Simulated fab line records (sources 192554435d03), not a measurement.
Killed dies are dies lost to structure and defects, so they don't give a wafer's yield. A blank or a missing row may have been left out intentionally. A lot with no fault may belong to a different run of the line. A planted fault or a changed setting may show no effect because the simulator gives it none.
fab line records	flow n5Finfet
record: lots: 7	wafers: 20	lastDay: 17
route steps=1938 shown FIN_CUT@163 BEOL_M4@1111 PASSIVATION@1936
lots that met no fault: taken from a fault-free run of the same line
startH: hours from the record's first day to the start of the lot's first wafer shown	waitH: hours since the lot's step before	" same as the row above	L1.1+2: a single row standing in for several wafers	- value missing, or start not given	* or withheld: withheld	< > ~ a bound
route shown NAME@n: NAME is a module with steps in the file, n the number in the route of the first one	usual: mean/standard deviation of fault-free wafers	same: alike in all rows	chamber/n: place in a boat	sites: the reading at each site	_std_site: how widely they spread, as a standard deviation	_edge_site: outer sites' mean less inner sites'	radiusMm: how far each site lies from the wafer's centre	mask NAME#n: copy n	behind: tool/chamber where the wafer was last shaped	hold: cause of the lot's hold/its duration in hours/its outcome	device: whichever transistor did not switch (one of n, p or np)	end of line: at the end of the route, the tests of the same wafers	a step without rows: its recipe alone	killed: not the wafer's yield, but the dies lost to structure and defects at the first sort	map: a wafer's dies, x killed, . not, _ none there
set.NAME: the run value of the setting; set.NAME@STEP: its run value at that earlier step	model.NAME: the simulator's own value behind a step, which no gauge read
lots seen at some steps along the route; tables by step, rows by wafer
services: from which hour (startH, from the record's first day; less than 0 if before it) a tool's chamber was out of use, for how many hours, and why
== steps ==
step: N5_FIN_CUT_CD_MEAS_08
recipe: targetCdNm: 29.1	landingEnergyEv: 500	detector: seInlens	polarity: opening
usual: cdNm: 29.09/0.24
lot.wafer	tool	chamber	startH	waitH	cdNm
L573.2	cdSem-02	0	34.62	-	28.66
L573.5	"	0	"	"	29.03
L573.6	"	0	"	"	29.04
L574.1	cdSem-02	0	38.73	-	29.38
L574.4	"	0	"	"	29.26
L574.6	"	0	"	"	29.22
L576.2	cdSem-03	0	50.71	-	29.54
L576.3	"	0	"	"	29.26
L576.4	"	0	"	"	28.84
L577.1	cdSem-01	0	56.98	-	29.01
L577.5	"	0	"	"	28.84
L578.1	cdSem-01	0	64.23	-	29.27
L578.2	"	0	"	"	29.29
L578.6	"	0	"	"	28.94
L583.1	cdSem-03	0	93.88	-	28.80
L583.5	"	0	"	"	29.20
L583.6	"	0	"	"	28.62
L595.1	cdSem-02	0	165.40	-	29.27
L595.2	"	0	"	"	29.38
L595.5	"	0	"	"	29.13
step: N5_FIN_CUT_OVL_MEAS_09
recipe: pointsPerWafer: 522
usual: FIN_CUT_OVL: 0.0/0.72
lot.wafer	tool	chamber	startH	waitH	FIN_CUT_OVL[nm]
L573.2	overlay-02	0	34.66	0.0	-0.1
L573.5	"	0	"	"	-0.5
L573.6	"	0	"	"	-0.2
L574.1	overlay-01	0	38.76	0.0	-0.7
L574.4	"	0	"	"	-0.2
L574.6	"	0	"	"	0.9
L576.2	overlay-01	0	50.75	0.0	0.2
L576.3	"	0	"	"	0.2
L576.4	"	0	"	"	-0.5
L577.1	overlay-01	0	57.01	0.0	-0.1
L577.5	"	0	"	"	-0.2
L578.1	overlay-01	0	64.26	0.0	-0.6
L578.2	"	0	"	"	-0.6
L578.6	"	0	"	"	-0.8
L583.1	overlay-01	0	93.91	0.0	-0.1
L583.5	"	0	"	"	-0.3
L583.6	"	0	"	"	0.6
L595.1	overlay-01	0	165.43	0.0	-0.7
L595.2	"	0	"	"	-0.5
L595.5	"	0	"	"	0.1
step: N5_FIN_CUT_INSPECT_10
recipe: mode: adi	inspectInstrument: brightfield
usual: rawDefectCount: 41/11
lot.wafer	tool	chamber	startH	waitH	rawDefectCount
L573.2	defectInspect-01	-	34.71	0.0	35
L573.5	"	-	"	"	30
L573.6	"	-	"	"	25
L574.1	defectInspect-02	-	38.82	0.1	41
L574.4	"	-	"	"	55
L574.6	"	-	"	"	50
L576.2	defectInspect-01	-	50.80	0.0	41
L576.3	"	-	"	"	35
L576.4	"	-	"	"	35
L577.1	defectInspect-02	-	57.07	0.1	50
L577.5	"	-	"	"	33
L578.1	defectInspect-02	-	64.32	0.1	39
L578.2	"	-	"	"	38
L578.6	"	-	"	"	27
L583.1	defectInspect-01	-	93.97	0.1	49
L583.5	"	-	"	"	30
L583.6	"	-	"	"	50
L595.1	defectInspect-02	-	165.48	0.1	34
L595.2	"	-	"	"	23
L595.5	"	-	"	"	20
step: N5_FIN_CUT_DESCUM_13
recipe: chemistry: O2	timeS: 7	sourcePowerW: 50	biasPowerW: 20	pressureMtorr: 20	rfFrequencyHz: 2.712e+07	tempC: 40	resist: CAR-EUV	o2FlowSccm: 225
usual: drypumpMotorCurrentA: 5.6/0.5	oesProductAu: 0.79/0.071	rfVppV: 243.4/1.7	showerheadPlenumPTorr: 2.11/0.097	throttleValvePct: 20.47/0.22
lot.wafer	tool	chamber	startH	waitH	drypumpMotorCurrentA	oesProductAu	rfHoursCounterH	rfVppV	showerheadPlenumPTorr	throttleValvePct
L573.2	rieDiel-01	2	34.94	0.2	4.8	0.68	237	241.4	1.97	20.67
L573.5	"	0	"	"	6.1	0.74	-	246.5	2.19	20.51
L573.6	"	3	"	"	5.2	0.80	-	242.6	2.10	20.58
L574.1	rieDiel-02	0	38.86	0.0	5.3	0.77	124	242.5	2.09	20.50
L574.4	"	3	"	"	5.6	0.93	8	245.3	2.21	20.19
L574.6	"	3	"	"	5.6	0.94	-	245.8	2.21	20.20
L576.2	rieDiel-03	3	51.54	0.7	5.9	0.82	68	244.1	2.21	20.43
L576.3	"	2	"	"	6.5	0.78	118	244.6	2.18	20.12
L576.4	"	0	"	"	5.3	0.77	139	243.1	2.09	20.59
L577.1	rieDiel-03	0	57.86	0.8	5.3	0.77	141	244.6	2.09	20.61
L577.5	"	0	"	"	5.3	0.76	-	241.3	2.09	20.60
L578.1	rieDiel-03	2	64.35	0.0	6.4	0.78	123	244.7	2.18	20.14
L578.2	"	0	"	"	5.3	0.76	143	243.9	2.09	20.59
L578.6	"	0	"	"	5.3	0.77	-	243.5	2.09	20.62
L583.1	rieDiel-01	3	94.00	0.0	5.2	0.79	127	242.1	2.10	20.58
L583.5	"	2	"	"	4.8	0.68	-	241.2	1.96	20.70
L583.6	"	3	"	"	5.2	0.80	-	243.5	2.09	20.59
L595.1	rieDiel-02	2	165.52	0.0	6.0	0.79	108	241.8	1.94	20.77
L595.2	"	1	"	"	4.9	0.70	200	242.4	1.99	20.08
L595.5	"	2	"	"	6.0	0.80	-	240.7	1.94	20.78
step: N5_FIN_CUT_ETCH_30
recipe: chemistry: N2/H2	target: underlayer	targetDepthA: 130	maskMaterial: CAR-EUV	timeS: 10.4	ionEnergyEv: 200	pressureMtorr: 30	sourceW: 840	biasW: 150	n2FlowSccm: 200	h2FlowSccm: 200	ends: cleared
usual: biasW: 150.0/0.52	drypumpMotorCurrentA: 5.6/0.5	etchRfOnTimeS: 10.42/0.2	oesProductAu: 0.67/0.061	rfVppV: 525/3.4	showerheadPlenumPTorr: 2.57/0.12	throttleValvePct: 17.92/0.22
lot.wafer	tool	chamber	startH	waitH	biasW	drypumpMotorCurrentA	etchRfOnTimeS	oesProductAu	rfHoursCounterH	rfVppV	showerheadPlenumPTorr	throttleValvePct
L573.2	rieDiel-01	2	34.98	0.0	150.4	4.8	10.41	0.59	237	519	2.40	18.16
L573.5	"	0	"	"	149.1	6.2	10.69	0.63	-	528	2.66	17.98
L573.6	"	3	"	"	150.4	5.2	10.05	0.69	-	525	2.55	18.00
L574.1	rieDiel-02	0	38.89	0.0	150.1	5.3	10.45	0.65	124	525	2.57	18.16
L574.4	"	3	"	"	150.7	5.6	10.40	0.81	8	529	2.69	17.58
L574.6	"	3	"	"	151.0	5.6	10.44	0.82	-	529	2.69	17.58
L576.2	rieDiel-03	3	51.58	0.0	150.1	5.8	10.50	0.70	68	528	2.69	17.88
L576.3	"	2	"	"	149.6	6.4	10.35	0.67	118	526	2.67	17.69
L576.4	"	0	"	"	150.7	5.3	10.43	0.65	139	525	2.54	17.95
L577.1	rieDiel-03	0	57.90	0.0	150.6	5.3	10.37	0.66	141	523	2.53	17.95
L577.5	"	0	"	"	150.1	5.3	10.37	0.66	-	522	2.54	17.96
L578.1	rieDiel-03	2	64.39	0.0	150.1	6.4	10.24	0.67	123	526	2.67	17.70
L578.2	"	0	"	"	149.6	5.3	10.31	0.66	143	524	2.53	17.95
L578.6	"	0	"	"	149.7	5.3	10.44	0.66	-	524	2.53	17.96
L583.1	rieDiel-01	3	94.03	0.0	149.4	5.2	10.18	0.67	127	524	2.55	18.02
L583.5	"	2	"	"	149.9	4.8	10.60	0.57	-	519	2.40	18.17
L583.6	"	3	"	"	149.6	5.2	10.10	0.68	-	524	2.55	18.02
L595.1	rieDiel-02	2	165.55	0.0	150.5	6.1	10.24	0.67	108	519	2.34	18.09
L595.2	"	1	"	"	149.7	4.9	10.72	0.61	200	521	2.41	17.50
L595.5	"	2	"	"	150.2	6.1	10.24	0.68	-	517	2.34	18.06
step: N5_FIN_CUT_ETCH_20
recipe: chemistry: CF4	target: SiARC	targetDepthA: 260	maskMaterial: CAR-EUV	timeS: 43.3	ionEnergyEv: 80	pressureMtorr: 40	sourceW: 545	biasW: 36	Ar_flow_sccm: 100	cf4FlowSccm: 100	ends: cleared
usual: biasW: 36.02/0.11	drypumpMotorCurrentA: 5.6/0.5	etchRfOnTimeS: 43.4/0.86	oesProductAu: 0.68/0.061	rfVppV: 184.3/1.3	showerheadPlenumPTorr: 2.16/0.094	throttleValvePct: 15.66/0.18
lot.wafer	tool	chamber	startH	waitH	biasW	drypumpMotorCurrentA	etchRfOnTimeS	oesProductAu	rfHoursCounterH	rfVppV	showerheadPlenumPTorr	throttleValvePct
L573.2	rieDiel-01	2	35.00	0.0	35.97	4.8	43.4	0.59	237	182.8	2.02	15.87
L573.5	"	0	"	"	35.94	6.2	44.1	0.64	-	185.3	2.23	15.68
L573.6	"	3	"	"	35.97	5.2	41.3	0.69	-	183.6	2.15	15.73
L574.1	rieDiel-02	0	38.91	0.0	35.98	5.3	42.7	0.67	124	184.7	2.15	15.73
L574.4	"	3	"	"	36.06	5.6	43.3	0.82	8	185.2	2.28	15.42
L574.6	"	3	"	"	36.20	5.6	43.3	0.82	-	185.8	2.28	15.41
L576.2	rieDiel-03	3	51.60	0.0	36.02	5.8	43.4	0.70	68	184.1	2.25	15.57
L576.3	"	2	"	"	35.94	6.4	43.4	0.66	118	185.0	2.24	15.38
L576.4	"	0	"	"	36.18	5.3	42.6	0.67	139	182.8	2.16	15.89
L577.1	rieDiel-03	0	57.92	0.0	36.21	5.3	43.0	0.66	141	184.6	2.16	15.89
L577.5	"	0	"	"	35.89	5.3	43.1	0.66	-	185.1	2.15	15.91
L578.1	rieDiel-03	2	64.41	0.0	35.95	6.4	43.9	0.66	123	185.3	2.23	15.40
L578.2	"	0	"	"	36.06	5.3	43.2	0.66	143	183.4	2.15	15.90
L578.6	"	0	"	"	36.21	5.3	43.3	0.66	-	182.5	2.15	15.88
L583.1	rieDiel-01	3	94.05	0.0	36.12	5.2	41.7	0.67	127	183.8	2.15	15.75
L583.5	"	2	"	"	35.96	4.8	44.2	0.57	-	182.9	2.01	15.88
L583.6	"	3	"	"	36.15	5.2	41.1	0.68	-	186.3	2.15	15.78
L595.1	rieDiel-02	2	165.57	0.0	36.00	6.1	43.0	0.67	108	181.6	1.99	15.87
L595.2	"	1	"	"	36.07	4.9	44.6	0.60	200	183.0	2.04	15.36
L595.5	"	2	"	"	36.10	6.0	42.5	0.67	-	181.3	1.99	15.88
step: N5_FIN_CUT_ETCH_21
recipe: chemistry: N2/H2	target: SOC	targetDepthA: 2190	overetchA: 438	maskMaterial: SiARC	tempC: 40	ionEnergyEv: 100	biasW: 61	timeS: 523.5	pressureMtorr: 30	sourceW: 850	n2FlowSccm: 200	h2FlowSccm: 200
usual: biasW: 60.97/0.19	drypumpMotorCurrentA: 5.6/0.5	oesProductAu: 0.73/0.062	rfVppV: 241.1/1.7	showerheadPlenumPTorr: 2.57/0.12	throttleValvePct: 17.87/0.22
lot.wafer	tool	chamber	startH	waitH	biasW	drypumpMotorCurrentA	oesProductAu	rfHoursCounterH	rfVppV	showerheadPlenumPTorr	throttleValvePct
L573.2	rieDiel-01	2	35.03	0.0	60.86	4.8	0.64	238	239.8	2.40	18.12
L573.5	"	0	"	"	61.01	6.2	0.69	-	244.4	2.66	17.93
L573.6	"	3	"	"	61.37	5.2	0.73	-	240.4	2.55	17.95
L574.1	rieDiel-02	0	38.95	0.0	60.97	5.3	0.72	124	241.7	2.57	18.13
L574.4	"	3	"	"	61.30	5.6	0.87	8	241.2	2.69	17.52
L574.6	"	3	"	"	61.14	5.6	0.86	-	242.7	2.69	17.53
L576.2	rieDiel-03	3	51.63	0.0	61.20	5.9	0.75	68	243.1	2.69	17.81
L576.3	"	2	"	"	60.89	6.4	0.72	119	243.7	2.67	17.63
L576.4	"	0	"	"	60.97	5.3	0.71	139	242.3	2.54	17.90
L577.1	rieDiel-03	0	57.95	0.0	60.96	5.3	0.70	141	241.7	2.54	17.91
L577.5	"	0	"	"	60.45	5.3	0.71	-	241.0	2.54	17.91
L578.1	rieDiel-03	2	64.45	0.0	60.99	6.4	0.72	123	242.1	2.67	17.63
L578.2	"	0	"	"	60.90	5.3	0.71	143	240.4	2.53	17.91
L578.6	"	0	"	"	60.93	5.3	0.70	-	240.0	2.53	17.92
L583.1	rieDiel-01	3	94.09	0.0	60.76	5.2	0.72	127	240.9	2.55	17.96
L583.5	"	2	"	"	60.91	4.8	0.63	-	237.5	2.40	18.11
L583.6	"	3	"	"	60.64	5.2	0.71	-	241.1	2.55	17.99
L595.1	rieDiel-02	2	165.61	0.0	61.18	6.1	0.72	108	238.8	2.34	18.02
L595.2	"	1	"	"	61.18	4.9	0.66	200	238.9	2.41	17.47
L595.5	"	2	"	"	61.20	6.1	0.72	-	238.2	2.34	18.03
step: N5_FIN_CUT_STRIP_23
recipe: chemistry: N2/H2	tempC: 40	n2FlowSccm: 200	h2FlowSccm: 200	rfFrequencyHz: 6e+07
step: N5_FIN_CUT_STRIP_31
recipe: chemistry: N2/H2	tempC: 40	n2FlowSccm: 200	h2FlowSccm: 200	rfFrequencyHz: 6e+07
step: N5_FIN_CUT_STRIP_24
recipe: chemistry: CF4	resist: SiARC	powerW: 300	biasPowerW: 75	pressureMtorr: 50	cf4FlowSccm: 150	rfFrequencyHz: 6e+07
step: N5_FIN_CUT_CUT_ETCH_26
recipe: chemistry: CH3F/O2	target: SiNx	targetDepthA: 390	maskMaterial: SOC	timeS: 55.7	pressureMtorr: 30	sourceW: 395	biasW: 73	Ar_flow_sccm: 150	CH3F_flow_sccm: 30	O2_flow_sccm: 20	ionEnergyEv: 120
step: N5_FIN_CUT_CUT_ETCH_27
recipe: chemistry: CHF3/O2	target: SiO2	targetDepthA: 40	maskMaterial: SOC	overetchA: 20	timeS: 4.9	pressureMtorr: 30	sourceW: 650	biasW: 170	Ar_flow_sccm: 200	CHF3_flow_sccm: 50	O2_flow_sccm: 5	ionEnergyEv: 200
usual: biasW: 170.0/0.46	drypumpMotorCurrentA: 5.6/0.5	oesProductAu: 0.62/0.053	rfVppV: 522/9	showerheadPlenumPTorr: 2.44/0.11	throttleValvePct: 18.93/0.19
lot.wafer	tool	chamber	startH	waitH	biasW	drypumpMotorCurrentA	oesProductAu	rfHoursCounterH	rfVppV	showerheadPlenumPTorr	throttleValvePct
L573.2	rieDiel-01	2	35.42	0.0	170.4	4.8	0.55	238	508	2.28	19.13
L573.5	"	0	"	"	170.3	6.2	0.59	-	522	2.50	18.85
L573.6	"	3	"	"	171.0	5.2	0.62	-	517	2.44	19.08
L574.1	rieDiel-02	0	39.34	0.0	169.3	5.3	0.62	124	524	2.44	19.08
L574.4	"	3	"	"	169.9	5.6	0.75	9	524	2.58	18.81
L574.6	"	3	"	"	170.0	5.6	0.75	-	526	2.58	18.79
L576.2	rieDiel-03	3	52.02	0.0	170.2	5.8	0.65	68	538	2.53	18.80
L576.3	"	2	"	"	169.2	6.4	0.61	119	539	2.52	18.61
L576.4	"	0	"	"	169.6	5.3	0.62	139	508	2.42	19.08
L577.1	rieDiel-03	0	58.34	0.0	169.7	5.3	0.60	141	509	2.42	19.08
L577.5	"	0	"	"	169.8	5.3	0.60	-	508	2.42	19.08
L578.1	rieDiel-03	2	64.84	0.0	170.3	6.5	0.61	124	540	2.52	18.64
L578.2	"	0	"	"	169.5	5.3	0.61	143	509	2.42	19.11
L578.6	"	0	"	"	170.8	5.3	0.60	-	510	2.42	19.10
L583.1	rieDiel-01	3	94.48	0.0	170.3	5.2	0.62	127	518	2.43	19.09
L583.5	"	2	"	"	170.4	4.8	0.54	-	508	2.28	19.16
L583.6	"	3	"	"	170.7	5.2	0.62	-	516	2.43	19.09
L595.1	rieDiel-02	2	166.00	0.0	171.0	6.1	0.62	108	522	2.24	19.16
L595.2	"	1	"	"	170.1	4.9	0.56	200	524	2.31	18.60
L595.5	"	2	"	"	170.4	6.1	0.61	-	521	2.24	19.15
step: N5_FIN_CUT_PRECLEAN_35
recipe: timeS: 13.3	tempC: 45	pressureTorr: 125	pHfTorr: 3	pCoreactantTorr: 25	chemistry: vHF
usual: drypumpMotorCurrentA: 5.6/0.64	timeS: 13.3/0
lot.wafer	tool	chamber	startH	waitH	drypumpMotorCurrentA	timeS
L573.2	vaporEtch-02	0	35.49	0.0	5.1	13.3
L573.5	"	0	"	"	5.1	13.3
L573.6	"	1	"	"	6.0	13.3
L574.1	vaporEtch-02	0	39.41	0.0	5.1	13.3
L574.4	"	0	"	"	5.2	13.3
L574.6	"	1	"	"	6.0	13.3
L576.2	vaporEtch-02	1	52.09	0.0	6.0	13.3
L576.3	"	1	"	"	6.0	13.3
L576.4	"	0	"	"	5.2	10.622
L577.1	vaporEtch-02	0	58.41	0.0	5.1	10.622
L577.5	"	0	"	"	5.1	10.622
L578.1	vaporEtch-02	0	64.90	0.0	5.1	10.622
L578.2	"	1	"	"	6.0	13.3
L578.6	"	1	"	"	6.0	13.3
L583.1	vaporEtch-01	1	94.55	0.0	6.6	13.3
L583.5	"	0	"	"	4.8	13.3
L583.6	"	1	"	"	6.6	13.3
L595.1	vaporEtch-01	0	166.07	0.0	4.8	13.3
L595.2	"	1	"	"	6.5	13.3
L595.5	"	1	"	"	6.5	13.3
step: N5_FIN_CUT_CUT_ETCH_15
recipe: chemistry: HBr/Cl2/O2	target: Si	targetDepthA: 1000	btTimeS: 10	maskMaterial: SOC	timeS: 42.4	ionEnergyEv: *	biasW: *	pressureMtorr: 10	icpW: 800	HBr_flow_sccm: 150	Cl2_flow_sccm: 80	O2_flow_sccm: 12
step: N5_BEOL_M4_RC_MEAS_101
usual: DIBL_N: 35.9/1.9	DIBL_P: 35.8/2.4	IOFF_N: 0.15/0.031	IOFF_P: 0.21/0.037	ION_N: 672/13	ION_P: 462/8.3	SS_N: 71.5/0.72	SS_P: 73.2/0.67	VT_N: 250/3.4	VT_P: -250/3.4
lot.wafer	tool	chamber	startH	waitH	DIBL_N[mV/V]	DIBL_P[mV/V]	IOFF_N[nA/um]	IOFF_P[nA/um]	ION_N[uA/um]	ION_P[uA/um]	SS_N[mV/dec]	SS_P[mV/dec]	VT_N[mV]	VT_P[mV]
L573.2	prober-01	0	176.76	0.2	33.4	33.5	0.11	0.19	653	460	70.2	72.6	254	-249
L573.5	"	0	"	"	34.8	35.1	0.13	0.21	664	465	71.0	73.1	251	-248
L573.6	"	0	"	"	36.4	37.7	0.17	0.27	670	473	71.2	73.5	251	-244
L574.1	prober-02	0	184.82	0.0	33.5	34.2	0.13	0.15	664	452	71.4	72.9	253	-256
L574.4	"	0	"	"	35.1	36.1	0.14	0.17	671	453	71.6	73.5	252	-257
L574.6	"	0	"	"	33.6	33.3	0.11	0.13	644	437	71.1	72.4	257	-261
L577.1	prober-01	0	203.11	0.0	35.0	36.6	0.16	0.20	679	461	71.9	73.5	250	-252
L577.5	"	0	"	"	31.8	31.8	0.11	0.14	660	452	70.7	72.2	254	-253
L578.1	prober-02	0	203.94	0.3	35.8	34.7	0.15	0.19	658	453	72.4	72.5	252	-252
L578.2	"	0	"	"	35.3	34.8	0.13	0.18	662	454	70.6	72.5	255	-250
L578.6	"	0	"	"	37.9	37.9	0.19	0.24	685	474	71.7	73.3	247	-248
L576.2	prober-01	0	205.13	0.2	36.1	32.8	0.14	0.18	651	448	71.2	72.5	251	-252
L576.3	"	0	"	"	37.3	34.8	0.16	0.20	669	459	71.8	73.5	250	-252
L576.4	"	0	"	"	33.7	31.9	0.11	0.17	658	457	71.0	72.4	256	-254
L583.1	prober-02	0	244.44	0.0	39.9	39.8	0.24	0.30	703	480	72.9	74.2	241	-244
L583.5	"	0	"	"	36.8	36.1	0.16	0.23	683	470	71.4	72.4	248	-246
L583.6	"	0	"	"	36.5	35.6	0.15	0.21	665	461	71.7	73.2	247	-249
L595.1	prober-02	0	313.58	0.0	34.6	33.2	0.13	0.19	672	468	70.9	72.1	253	-247
L595.2	"	0	"	"	33.2	31.9	0.11	0.18	656	461	71.2	71.9	255	-248
L595.5	"	0	"	"	34.8	33.0	0.13	0.19	670	464	70.8	72.3	255	-250
step: N5_PASSIVATION_PROBE_49
usual: defectLimitedYield: 91.6/1.2	killed_at_M0_to_M3: 33/9.4	killed_at_M4_up: 13/5.2	killedAtContacts: 13/5.6	killedAtFrontEnd: 37/9.5	killedAtOther: 4/3.1	killedDies: 99/15	killedOpen: 65/11	killedShort: 32/7.5	sort_bin_5_function: 4.9/0.77	sort_bin_6_memory: 3.1/0.65	sort_bin_8_speed: 0.01/0.056	sortNPass: 1081/15	sortYieldPct: 91.6/1.2
same: grossDies: 1180	killedAtBackSide: 0	sort_bin_4_leakage[%]: 0
lot.wafer	tool	chamber	startH	waitH	defectLimitedYield[%]	killed_at_M0_to_M3	killed_at_M4_up	killedAtContacts	killedAtFrontEnd	killedAtOther	killedDies	killedOpen	killedShort	sort_bin_5_function[%]	sort_bin_6_memory[%]	sort_bin_8_speed[%]	sortNPass	sortYieldPct[%]
L573.2	prober-02	-	283.23	0.1	91.2	35	25	10	31	3	104	67	36	5.4	3.1	0	1076	91.2
L573.5	prober-02	-	283.38	0.2	92.5	34	8	9	36	2	89	65	23	3.7	3.5	0	1091	92.5
L573.6	prober-02	-	283.43	0.3	90.5	47	16	16	31	2	112	70	41	5.4	3.8	0	1068	90.5
L576.2	prober-02	-	322.33	0.1	92.1	35	15	8	34	1	93	70	22	5.4	2.3	0	1087	92.1
L576.3	prober-02	-	322.38	0.1	90.8	40	21	8	36	3	108	57	48	4.3	4.0	0	1072	90.8
L576.4	prober-02	-	322.43	0.2	91.4	28	26	13	32	2	101	68	33	5.7	2.6	0	1079	91.4
L583.1	prober-02	-	350.93	0.0	89.7	46	12	31	27	6	122	76	41	5.8	3.8	0	1058	89.7
killed by level:class
L573.2 BEOL_M4:geometricParticle:open=12 BEOL_M0_SAQP:geometricParticle:short=9 MOL_CONTACT_COAG:geometricParticle:open=8 BEOL_M2:geometricParticle:open=8 STI_FIN_REVEAL:geometricParticle:open=6 BEOL_M0_SAQP:geometricParticle:open=6 GATE_CUT:geometricParticle:short=5 BEOL_M2:geometricParticle:short=5
L573.5 BEOL_M2:geometricParticle:open=9 MOL_CONTACT_COAG:geometricParticle:open=8 FIN_SAQP:geometricParticle:open=7 BEOL_M0:geometricParticle:open=7 DUMMY_GATE:geometricParticle:open=6 BEOL_M4:geometricParticle:open=6 STI_FIN_REVEAL:geometricParticle:open=5 ILD0:geometricParticle:open=5
L573.6 BEOL_M2:geometricParticle:open=12 MOL_CONTACT_COAG:geometricParticle:open=11 BEOL_M0_SAQP:geometricParticle:short=11 BEOL_M0_SAQP:geometricParticle:open=9 BEOL_M4:geometricParticle:open=8 STI_FIN_REVEAL:geometricParticle:open=7 BEOL_M3:geometricParticle:open=6 GATE_CUT:geometricParticle:short=5
L576.2 BEOL_M0_SAQP:geometricParticle:open=9 BEOL_M4:geometricParticle:open=9 BEOL_M2:geometricParticle:open=7 STARTING-WAFER:geometricParticle:open=7 BEOL_M0_SAQP:geometricParticle:short=5 BEOL_M3:geometricParticle:open=5 FIN_SAQP:geometricParticle:open=4 SPACER0:geometricParticle:open=4
L576.3 BEOL_M0_SAQP:geometricParticle:short=17 BEOL_M4:geometricParticle:open=12 BEOL_M2:geometricParticle:open=10 SPACER0:geometricParticle:short=7 MOL_CONTACT_COAG:geometricParticle:open=6 FIN_SAQP:geometricParticle:short=5 GATE_CUT:geometricParticle:open=5 GATE_CUT:geometricParticle:short=4
L576.4 BEOL_M4:geometricParticle:open=13 MOL_CONTACT_COAG:geometricParticle:open=10 BEOL_M2:geometricParticle:open=6 FIN_SAQP:geometricParticle:open=5 STI_FIN_REVEAL:geometricParticle:open=5 ILD0:geometricParticle:open=5 BEOL_M4:geometricParticle:short=5 BEOL_M0:geometricParticle:open=4
L583.1 MOL_CONTACT_COAG:geometricParticle:open=23 BEOL_M0_SAQP:geometricParticle:open=14 BEOL_M0_SAQP:geometricParticle:short=13 MOL_CONTACT_COAG:geometricParticle:short=8 BEOL_M0:geometricParticle:open=6 FIN_SAQP:geometricParticle:short=5 BEOL_M1:geometricParticle:open=5 HKMG_FIN:areaEtch=5
== services ==
tool	chamber	startH	hours	kind
rieDiel-01	0	11.28	6.2	repair
rieDiel-01	2	20.49	6.4	repair
rieDiel-01	0	25.17	3.3	repair
rieDiel-01	-	46.39	15.6	pm
rieDiel-03	-	55.82	1.1	repair
rieDiel-03	1	58.99	5.7	repair
rieDiel-02	1	66.08	13.3	repair
rieDiel-01	1	70.81	8.1	repair
rieDiel-01	2	95.05	-	clean
rieDiel-01	2	95.05	-	consumableReplace:focusRing
rieDiel-01	2	95.05	-	consumableReplace:showerhead
rieDiel-01	2	95.05	24.1	scheduledDown
rieDiel-01	2	95.05	24.1	ventCycle
rieDiel-02	2	100.33	12.5	repair
rieDiel-01	-	127.88	1.2	repair
rieDiel-03	-	138.91	0.2	repair
rieDiel-03	2	153.41	8.3	repair
== key ==
firstSign: step: N5_FIN_CUT_PRECLEAN_35	reading: timeS	direction: down	sigmas: 99+	usual: *	struck: *
effect none on later readings
metAt N5_FIN_CUT_PRECLEAN_35
struckWafers L576.4,L577.1,L577.5,L578.1
rowsEnd L577.1,L577.5
onsetBetween 39.41 52.09
fault: kind: processParameterDrift	tool: vaporEtch-02	chamber: 0	onsetH: 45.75	steps: N5_FIN_CUT_PRECLEAN_35	channel: timeS	offset: *	shape: step	stated: *
rowsEnd: these wafers met a further fault down the route, and their rows from its step on are left out
